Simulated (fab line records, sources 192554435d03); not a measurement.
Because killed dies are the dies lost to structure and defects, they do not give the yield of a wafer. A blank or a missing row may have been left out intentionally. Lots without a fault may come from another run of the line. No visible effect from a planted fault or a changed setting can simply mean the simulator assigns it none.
Which tool did it? / flow n5-finfet / 29 wafers from 10 lots sampled at 5 of the route's 1938 steps

== WHAT EACH GAUGE READ, for each wafer ==
Not one reading of a measure or inspect step in the record can be checked against a usual standard deviation.

== WHICH TOOL RAN EACH LOT (tool, then ch and the chambers of the sampled wafers, then the start) ==
lot=L565; N5_BEOL_M0_SAQP_ALD_48=ald-sin-03 ch 2,3, day 5 13:55; N5_PASSIVATION_DESCUM_32=rie-diel-03 ch 0,2,3, day 12 00:50; N5_PASSIVATION_PECVD_35=pecvd-01 ch 0,2, day 12 02:03; N5_PASSIVATION_DESCUM_46=rie-diel-03 ch 0,2,3, day 12 02:43; N5_PASSIVATION_PROBE_49=prober-02, day 12 05:45
lot=L566; N5_BEOL_M0_SAQP_ALD_48=ald-sin-01 ch 0,1,2, day 5 21:02; N5_PASSIVATION_DESCUM_32=rie-diel-03 ch 0,1, day 12 09:33; N5_PASSIVATION_PECVD_35=pecvd-03 ch 0,1,2, day 12 10:46; N5_PASSIVATION_DESCUM_46=rie-diel-03 ch 1,2, day 12 11:17; N5_PASSIVATION_PROBE_49=prober-01, day 12 14:50
lot=L567; N5_BEOL_M0_SAQP_ALD_48=ald-sin-01 ch 1,2, day 6 07:57; N5_PASSIVATION_DESCUM_32=rie-diel-01 ch 1,3, day 13 08:42; N5_PASSIVATION_PECVD_35=pecvd-01 ch 1,2, day 13 10:31; N5_PASSIVATION_DESCUM_46=rie-diel-03 ch 1, day 13 11:47; N5_PASSIVATION_PROBE_49=prober-01, day 13 15:30
lot=L570; N5_BEOL_M0_SAQP_ALD_48=ald-sin-01 ch 1,2,3, day 6 23:01; N5_PASSIVATION_DESCUM_32=rie-diel-01 ch 0,2,3, day 13 13:44; N5_PASSIVATION_PECVD_35=pecvd-02 ch 0,1, day 13 15:07; N5_PASSIVATION_DESCUM_46=rie-diel-01 ch 0,1, day 13 16:15; N5_PASSIVATION_PROBE_49=prober-02, day 13 19:22
lot=L572; N5_BEOL_M0_SAQP_ALD_48=ald-sin-03 ch 0,2, day 7 09:43; N5_PASSIVATION_DESCUM_32=rie-diel-03 ch 0,2, day 14 02:26; N5_PASSIVATION_PECVD_35=pecvd-03 ch 0,1, day 14 04:12; N5_PASSIVATION_DESCUM_46=rie-diel-05 ch 0,1,2, day 14 04:54; N5_PASSIVATION_PROBE_49=prober-01, day 14 07:57
lot=L574; N5_BEOL_M0_SAQP_ALD_48=ald-sin-03 ch 0,1,3, day 8 01:02; N5_PASSIVATION_DESCUM_32=rie-diel-01 ch 1,2,3, day 14 03:04; N5_PASSIVATION_PECVD_35=pecvd-02 ch 0,1,2, day 14 04:17; N5_PASSIVATION_DESCUM_46=rie-diel-01 ch 0,2,3, day 14 05:05; N5_PASSIVATION_PROBE_49=prober-01, day 14 08:40
lot=L575; N5_BEOL_M0_SAQP_ALD_48=ald-sin-01 ch 1,2, day 8 15:07; N5_PASSIVATION_DESCUM_32=rie-diel-01 ch 0,3, day 16 07:13; N5_PASSIVATION_PECVD_35=pecvd-01 ch 0,2, day 16 08:26; N5_PASSIVATION_DESCUM_46=rie-diel-05 ch 0,1,2, day 16 08:57; N5_PASSIVATION_PROBE_49=prober-02, day 16 12:03
lot=L576; N5_BEOL_M0_SAQP_ALD_48=ald-sin-01 ch 0,1,2, day 8 18:34; N5_PASSIVATION_DESCUM_32=rie-diel-05 ch 1,3, day 15 14:29; N5_PASSIVATION_PECVD_35=pecvd-03 ch 0,1,2, day 15 15:41; N5_PASSIVATION_DESCUM_46=rie-diel-05 ch 1,2,3, day 15 16:14; N5_PASSIVATION_PROBE_49=prober-02, day 15 19:17
lot=L577; N5_BEOL_M0_SAQP_ALD_48=ald-sin-01 ch 1,2,3, day 8 21:06; N5_PASSIVATION_DESCUM_32=rie-diel-03 ch 1,2,3, day 16 10:10; N5_PASSIVATION_PECVD_35=pecvd-01 ch 0,1,2, day 16 11:23; N5_PASSIVATION_DESCUM_46=rie-diel-03 ch 1,2,3, day 16 12:02; N5_PASSIVATION_PROBE_49=prober-02, day 16 16:29
lot=L583; N5_BEOL_M0_SAQP_ALD_48=ald-sin-03 ch 0,1, day 10 04:20; N5_PASSIVATION_DESCUM_32=rie-diel-03 ch 1,2,3, day 17 08:44; N5_PASSIVATION_PECVD_35=pecvd-02 ch 0,2, day 17 10:07; N5_PASSIVATION_DESCUM_46=rie-diel-03 ch 0,1,2, day 17 10:49; N5_PASSIVATION_PROBE_49=prober-01, day 17 14:02
- N5_BEOL_M0_SAQP_ALD_48: deposits SiO2, target thk 20 nm, pulse time 1 s, co reactant pulse time 1 s.
- N5_PASSIVATION_DESCUM_32: chemistry O2, time 7.9 s.
- N5_PASSIVATION_PECVD_35: deposits SiNx from SiH4/NH3/N2, target thk 700 nm, time 151.3 s.
- N5_PASSIVATION_DESCUM_46: chemistry O2, time 7.9 s.
- N5_PASSIVATION_PROBE_49

== WHAT THE TOOLS THEMSELVES READ (means of the sampled wafers that have a number; where no wafer has one, the mark that the record gives instead) ==
N5_BEOL_M0_SAQP_ALD_48. Usual: heater-power-w 81 W, standard deviation 7.3; precursor-pulse-height-rel 1.005, standard deviation 0.022.
lot=L565; tool=ald-sin-03; heater-power-w (W)=78; precursor-pulse-height-rel=0.991; flag=
lot=L566; tool=ald-sin-01; heater-power-w (W)=83; precursor-pulse-height-rel=1.027; flag=
lot=L567; tool=ald-sin-01; heater-power-w (W)=80; precursor-pulse-height-rel=1.018; flag=
lot=L570; tool=ald-sin-01; heater-power-w (W)=79; precursor-pulse-height-rel=1.006; flag=
lot=L572; tool=ald-sin-03; heater-power-w (W)=79; precursor-pulse-height-rel=0.997; flag=
lot=L574; tool=ald-sin-03; heater-power-w (W)=85; precursor-pulse-height-rel=1.001; flag=
lot=L575; tool=ald-sin-01; heater-power-w (W)=82; precursor-pulse-height-rel=1.025; flag=
lot=L576; tool=ald-sin-01; heater-power-w (W)=82; precursor-pulse-height-rel=1.011; flag=
lot=L577; tool=ald-sin-01; heater-power-w (W)=78; precursor-pulse-height-rel=1.007; flag=
lot=L583; tool=ald-sin-03; heater-power-w (W)=84; precursor-pulse-height-rel=1.004; flag=

N5_PASSIVATION_DESCUM_32. Usual: value, then standard deviation, for each; bias-power-w 20.00 W / 0.057; drypump-motor-current-A 5.5 A / 0.42; oes-product-au 0.81 a.u. / 0.076; rf-fwd-power-W 49.66 W / 0.18; rf-vpp-V 243.8 V / 1.5; showerhead-plenum-p-Torr 2.13 Torr / 0.079; throttle-valve-pct 20.44 % / 0.22.
lot=L565; tool=rie-diel-03; bias-power-w (W)=19.92; drypump-motor-current-A (A)=5.6; oes-product-au (a.u.)=0.77; rf-fwd-power-W (W)=49.69; rf-vpp-V (V)=243.4; showerhead-plenum-p-Torr (Torr)=2.13; throttle-valve-pct (%)=20.52; flag=
lot=L566; tool=rie-diel-03; bias-power-w (W)=19.94; drypump-motor-current-A (A)=5.3; oes-product-au (a.u.)=0.77; rf-fwd-power-W (W)=49.66; rf-vpp-V (V)=242.8; showerhead-plenum-p-Torr (Torr)=2.05; throttle-valve-pct (%)=20.65; flag=
lot=L567; tool=rie-diel-01; bias-power-w (W)=20.02; drypump-motor-current-A (A)=5.3; oes-product-au (a.u.)=0.84; rf-fwd-power-W (W)=49.55; rf-vpp-V (V)=242.9; showerhead-plenum-p-Torr (Torr)=2.12; throttle-valve-pct (%)=20.37; flag=
lot=L570; tool=rie-diel-01; bias-power-w (W)=20.04; drypump-motor-current-A (A)=5.8; oes-product-au (a.u.)=0.82; rf-fwd-power-W (W)=49.63; rf-vpp-V (V)=244.1; showerhead-plenum-p-Torr (Torr)=2.16; throttle-valve-pct (%)=20.54; flag=
lot=L572; tool=rie-diel-03; bias-power-w (W)=19.98; drypump-motor-current-A (A)=5.7; oes-product-au (a.u.)=0.73; rf-fwd-power-W (W)=49.74; rf-vpp-V (V)=242.8; showerhead-plenum-p-Torr (Torr)=2.05; throttle-valve-pct (%)=20.70; flag=
lot=L574; tool=rie-diel-01; bias-power-w (W)=20.01; drypump-motor-current-A (A)=5.5; oes-product-au (a.u.)=0.84; rf-fwd-power-W (W)=49.74; rf-vpp-V (V)=243.9; showerhead-plenum-p-Torr (Torr)=2.17; throttle-valve-pct (%)=20.50; flag=
lot=L575; tool=rie-diel-01; bias-power-w (W)=19.99; drypump-motor-current-A (A)=5.7; oes-product-au (a.u.)=0.78; rf-fwd-power-W (W)=49.69; rf-vpp-V (V)=243.5; showerhead-plenum-p-Torr (Torr)=2.11; throttle-valve-pct (%)=20.49; flag=
lot=L576; tool=rie-diel-05; bias-power-w (W)=19.98; drypump-motor-current-A (A)=5.8; oes-product-au (a.u.)=0.77; rf-fwd-power-W (W)=49.65; rf-vpp-V (V)=242.7; showerhead-plenum-p-Torr (Torr)=2.04; throttle-valve-pct (%)=20.55; flag=
lot=L577; tool=rie-diel-03; bias-power-w (W)=19.99; drypump-motor-current-A (A)=5.5; oes-product-au (a.u.)=0.78; rf-fwd-power-W (W)=49.65; rf-vpp-V (V)=245.1; showerhead-plenum-p-Torr (Torr)=2.19; throttle-valve-pct (%)=20.34; flag=
lot=L583; tool=rie-diel-03; bias-power-w (W)=20.04; drypump-motor-current-A (A)=5.5; oes-product-au (a.u.)=0.77; rf-fwd-power-W (W)=49.66; rf-vpp-V (V)=245.3; showerhead-plenum-p-Torr (Torr)=2.19; throttle-valve-pct (%)=20.35; flag=

N5_PASSIVATION_PECVD_35. Usual: heater-power-w 381 W, standard deviation 110; rf-fwd-power-W 1402 W, standard deviation 3.9; showerhead-plenum-p-Torr 8.68 Torr, standard deviation 0.059; throttle-valve-pct 29.1 %, standard deviation 1.7.
lot=L565; tool=pecvd-01; heater-power-w (W)=369; rf-fwd-power-W (W)=1404; showerhead-plenum-p-Torr (Torr)=8.65; throttle-valve-pct (%)=27.2; flag=
lot=L566; tool=pecvd-03; heater-power-w (W)=400; rf-fwd-power-W (W)=1395; showerhead-plenum-p-Torr (Torr)=8.69; throttle-valve-pct (%)=29.7; flag=
lot=L567; tool=pecvd-01; heater-power-w (W)=276; rf-fwd-power-W (W)=1406; showerhead-plenum-p-Torr (Torr)=8.75; throttle-valve-pct (%)=28.5; flag=
lot=L570; tool=pecvd-02; heater-power-w (W)=437; rf-fwd-power-W (W)=1403; showerhead-plenum-p-Torr (Torr)=8.64; throttle-valve-pct (%)=30.9; flag=
lot=L572; tool=pecvd-03; heater-power-w (W)=581; rf-fwd-power-W (W)=1399; showerhead-plenum-p-Torr (Torr)=8.69; throttle-valve-pct (%)=30.0; flag=
lot=L574; tool=pecvd-02; heater-power-w (W)=407; rf-fwd-power-W (W)=1403; showerhead-plenum-p-Torr (Torr)=8.65; throttle-valve-pct (%)=30.0; flag=
lot=L575; tool=pecvd-01; heater-power-w (W)=348; rf-fwd-power-W (W)=1402; showerhead-plenum-p-Torr (Torr)=8.69; throttle-valve-pct (%)=26.7; flag=
lot=L576; tool=pecvd-03; heater-power-w (W)=474; rf-fwd-power-W (W)=1402; showerhead-plenum-p-Torr (Torr)=8.71; throttle-valve-pct (%)=29.8; flag=
lot=L577; tool=pecvd-01; heater-power-w (W)=330; rf-fwd-power-W (W)=1401; showerhead-plenum-p-Torr (Torr)=8.69; throttle-valve-pct (%)=28.3; flag=
lot=L583; tool=pecvd-02; heater-power-w (W)=385; rf-fwd-power-W (W)=1400; showerhead-plenum-p-Torr (Torr)=8.66; throttle-valve-pct (%)=29.0; flag=

N5_PASSIVATION_DESCUM_46. Usual: value, then standard deviation, for each; bias-power-w 20.01 W / 0.057; drypump-motor-current-A 5.5 A / 0.43; oes-product-au 0.81 a.u. / 0.075; rf-fwd-power-W 49.40 W / 0.23; rf-vpp-V 243.8 V / 1.5; showerhead-plenum-p-Torr 2.14 Torr / 0.079; throttle-valve-pct 20.47 % / 0.23.
lot=L565; tool=rie-diel-03; bias-power-w (W)=19.94; drypump-motor-current-A (A)=5.6; oes-product-au (a.u.)=0.77; rf-fwd-power-W (W)=49.44; rf-vpp-V (V)=243.9; showerhead-plenum-p-Torr (Torr)=2.13; throttle-valve-pct (%)=20.52; flag=
lot=L566; tool=rie-diel-03; bias-power-w (W)=20.04; drypump-motor-current-A (A)=5.7; oes-product-au (a.u.)=0.86; rf-fwd-power-W (W)=49.26; rf-vpp-V (V)=245.1; showerhead-plenum-p-Torr (Torr)=2.21; throttle-valve-pct (%)=20.22; flag=
lot=L567; tool=rie-diel-03; bias-power-w (W)=20.04; drypump-motor-current-A (A)=5.0; oes-product-au (a.u.)=0.87; rf-fwd-power-W (W)=49.08; rf-vpp-V (V)=246.1; showerhead-plenum-p-Torr (Torr)=2.20; throttle-valve-pct (%)=20.20; flag=
lot=L570; tool=rie-diel-01; bias-power-w (W)=20.06; drypump-motor-current-A (A)=5.3; oes-product-au (a.u.)=0.91; rf-fwd-power-W (W)=49.43; rf-vpp-V (V)=244.1; showerhead-plenum-p-Torr (Torr)=2.14; throttle-valve-pct (%)=20.45; flag=
lot=L572; tool=rie-diel-05; bias-power-w (W)=20.05; drypump-motor-current-A (A)=5.4; oes-product-au (a.u.)=0.86; rf-fwd-power-W (W)=49.55; rf-vpp-V (V)=242.5; showerhead-plenum-p-Torr (Torr)=2.07; throttle-valve-pct (%)=20.47; flag=
lot=L574; tool=rie-diel-01; bias-power-w (W)=20.02; drypump-motor-current-A (A)=5.7; oes-product-au (a.u.)=0.81; rf-fwd-power-W (W)=49.38; rf-vpp-V (V)=243.5; showerhead-plenum-p-Torr (Torr)=2.16; throttle-valve-pct (%)=20.53; flag=
lot=L575; tool=rie-diel-05; bias-power-w (W)=20.01; drypump-motor-current-A (A)=5.3; oes-product-au (a.u.)=0.83; rf-fwd-power-W (W)=49.55; rf-vpp-V (V)=242.9; showerhead-plenum-p-Torr (Torr)=2.07; throttle-valve-pct (%)=20.50; flag=
lot=L576; tool=rie-diel-05; bias-power-w (W)=20.06; drypump-motor-current-A (A)=5.9; oes-product-au (a.u.)=0.84; rf-fwd-power-W (W)=49.49; rf-vpp-V (V)=242.9; showerhead-plenum-p-Torr (Torr)=2.05; throttle-valve-pct (%)=20.46; flag=
lot=L577; tool=rie-diel-03; bias-power-w (W)=19.97; drypump-motor-current-A (A)=5.5; oes-product-au (a.u.)=0.78; rf-fwd-power-W (W)=49.33; rf-vpp-V (V)=244.0; showerhead-plenum-p-Torr (Torr)=2.19; throttle-valve-pct (%)=20.35; flag=
lot=L583; tool=rie-diel-03; bias-power-w (W)=20.02; drypump-motor-current-A (A)=5.5; oes-product-au (a.u.)=0.86; rf-fwd-power-W (W)=49.30; rf-vpp-V (V)=245.4; showerhead-plenum-p-Torr (Torr)=2.20; throttle-valve-pct (%)=20.33; flag=

N5_PASSIVATION_PROBE_49. Usual: defect-limited-yield 91.0 %, standard deviation 1.4; killed_at_M0_to_M3 35, standard deviation 10; killed_at_M4_up 14, standard deviation 5.5; killed-at-contacts 13, standard deviation 5.6; killed-at-front-end 41, standard deviation 11; killed-at-other 4, standard deviation 3.4; killed-dies 106, standard deviation 16; killed-on-rim 13, standard deviation 4; killed-open 68, standard deviation 12; killed-short 35, standard deviation 7.3; sort_bin_4_leakage 0.3 %, standard deviation 2.1; sort_bin_5_function 5.3 %, standard deviation 0.89; sort_bin_6_memory 3.4 %, standard deviation 0.67; sort-n-pass 1070, standard deviation 28; sort-yield-pct 90.7 %, standard deviation 2.4.
lot=L565; tool=prober-02; defect-limited-yield (%)=91.3; killed_at_M0_to_M3=29; killed_at_M4_up=18; killed-at-contacts=6; killed-at-front-end=42; killed-at-other=7; killed-dies=102; killed-on-rim=12; killed-open=64; killed-short=33; sort_bin_4_leakage (%)=0.0; sort_bin_5_function (%)=4.9; sort_bin_6_memory (%)=3.4; sort-n-pass=1078; sort-yield-pct (%)=91.3; flag=
lot=L566; tool=prober-01; defect-limited-yield (%)=91.2; killed_at_M0_to_M3=37; killed_at_M4_up=15; killed-at-contacts=9; killed-at-front-end=37; killed-at-other=5; killed-dies=104; killed-on-rim=10; killed-open=69; killed-short=29; sort_bin_4_leakage (%)=0.0; sort_bin_5_function (%)=5.1; sort_bin_6_memory (%)=3.0; sort-n-pass=1076; sort-yield-pct (%)=91.2; flag=
lot=L567; tool=prober-01; defect-limited-yield (%)=89.5; killed_at_M0_to_M3=35; killed_at_M4_up=12; killed-at-contacts=18; killed-at-front-end=54; killed-at-other=4; killed-dies=124; killed-on-rim=16; killed-open=86; killed-short=38; sort_bin_4_leakage (%)=0.0; sort_bin_5_function (%)=6.5; sort_bin_6_memory (%)=3.8; sort-n-pass=1056; sort-yield-pct (%)=89.5; flag=
lot=L570; tool=prober-02; defect-limited-yield (%)=90.4; killed_at_M0_to_M3=20; killed_at_M4_up=15; killed-at-contacts=12; killed-at-front-end=61; killed-at-other=4; killed-dies=113; killed-on-rim=16; killed-open=67; killed-short=38; sort_bin_4_leakage (%)=0.0; sort_bin_5_function (%)=5.4; sort_bin_6_memory (%)=3.4; sort-n-pass=1067; sort-yield-pct (%)=90.4; flag=
lot=L572; tool=prober-01; defect-limited-yield (%)=91.0; killed_at_M0_to_M3=49; killed_at_M4_up=13; killed-at-contacts=10; killed-at-front-end=25; killed-at-other=10; killed-dies=106; killed-on-rim=16; killed-open=69; killed-short=31; sort_bin_4_leakage (%)=0.0; sort_bin_5_function (%)=5.1; sort_bin_6_memory (%)=3.6; sort-n-pass=1074; sort-yield-pct (%)=91.0; flag=
lot=L574; tool=prober-01; defect-limited-yield (%)=89.9; killed_at_M0_to_M3=36; killed_at_M4_up=21; killed-at-contacts=10; killed-at-front-end=50; killed-at-other=1; killed-dies=119; killed-on-rim=15; killed-open=84; killed-short=31; sort_bin_4_leakage (%)=0.0; sort_bin_5_function (%)=6.1; sort_bin_6_memory (%)=3.7; sort-n-pass=1061; sort-yield-pct (%)=89.9; flag=
lot=L575; tool=prober-02; defect-limited-yield (%)=90.4; killed_at_M0_to_M3=30; killed_at_M4_up=19; killed-at-contacts=16; killed-at-front-end=45; killed-at-other=2; killed-dies=113; killed-on-rim=13; killed-open=78; killed-short=29; sort_bin_4_leakage (%)=0.1; sort_bin_5_function (%)=5.2; sort_bin_6_memory (%)=3.8; sort-n-pass=1066; sort-yield-pct (%)=90.4; flag=
lot=L576; tool=prober-02; defect-limited-yield (%)=90.9; killed_at_M0_to_M3=37; killed_at_M4_up=17; killed-at-contacts=12; killed-at-front-end=37; killed-at-other=5; killed-dies=108; killed-on-rim=12; killed-open=73; killed-short=31; sort_bin_4_leakage (%)=1.8; sort_bin_5_function (%)=4.8; sort_bin_6_memory (%)=4.0; sort-n-pass=1051; sort-yield-pct (%)=89.1; flag=
lot=L577; tool=prober-02; defect-limited-yield (%)=89.7; killed_at_M0_to_M3=63; killed_at_M4_up=8; killed-at-contacts=13; killed-at-front-end=36; killed-at-other=1; killed-dies=121; killed-on-rim=38; killed-open=65; killed-short=23; sort_bin_4_leakage (%)=0.0; sort_bin_5_function (%)=4.4; sort_bin_6_memory (%)=3.1; sort-n-pass=1059; sort-yield-pct (%)=89.7; flag=OFF
lot=L583; tool=prober-01; defect-limited-yield (%)=91.6; killed_at_M0_to_M3=25; killed_at_M4_up=13; killed-at-contacts=8; killed-at-front-end=48; killed-at-other=6; killed-dies=99; killed-on-rim=14; killed-open=57; killed-short=40; sort_bin_4_leakage (%)=0.0; sort_bin_5_function (%)=4.9; sort_bin_6_memory (%)=3.0; sort-n-pass=1081; sort-yield-pct (%)=91.6; flag=

== THE ANSWER, worked out from the rows above alone ==
Rule: take the mean of a lot's wafers that have a number; if it is more than 3 standard deviations from the usual mean, the lot is off. A lot without any number at a reading at which 4 lots or more have one is off too. Any other lot the step has rows for is counted as sound. The gauges are gone through in route order, then the tools' own readings, and for those a lot's mean is taken as printed above. The first step at which some lot is off is used, and at that step the reading that is off furthest; a lot without a number counts as furthest.
Off, at N5_PASSIVATION_PROBE_49 on killed-on-rim: L577.
A tool fits if, at that step or a process step before it, it ran every lot that is off, and no sound lot after the first of them. Can't be told from this: 3 tools fit, ald-sin-01 at N5_BEOL_M0_SAQP_ALD_48, pecvd-01 at N5_PASSIVATION_PECVD_35, prober-02 at N5_PASSIVATION_PROBE_49.

== WHAT THE SIMULATOR HAD INSERTED ==
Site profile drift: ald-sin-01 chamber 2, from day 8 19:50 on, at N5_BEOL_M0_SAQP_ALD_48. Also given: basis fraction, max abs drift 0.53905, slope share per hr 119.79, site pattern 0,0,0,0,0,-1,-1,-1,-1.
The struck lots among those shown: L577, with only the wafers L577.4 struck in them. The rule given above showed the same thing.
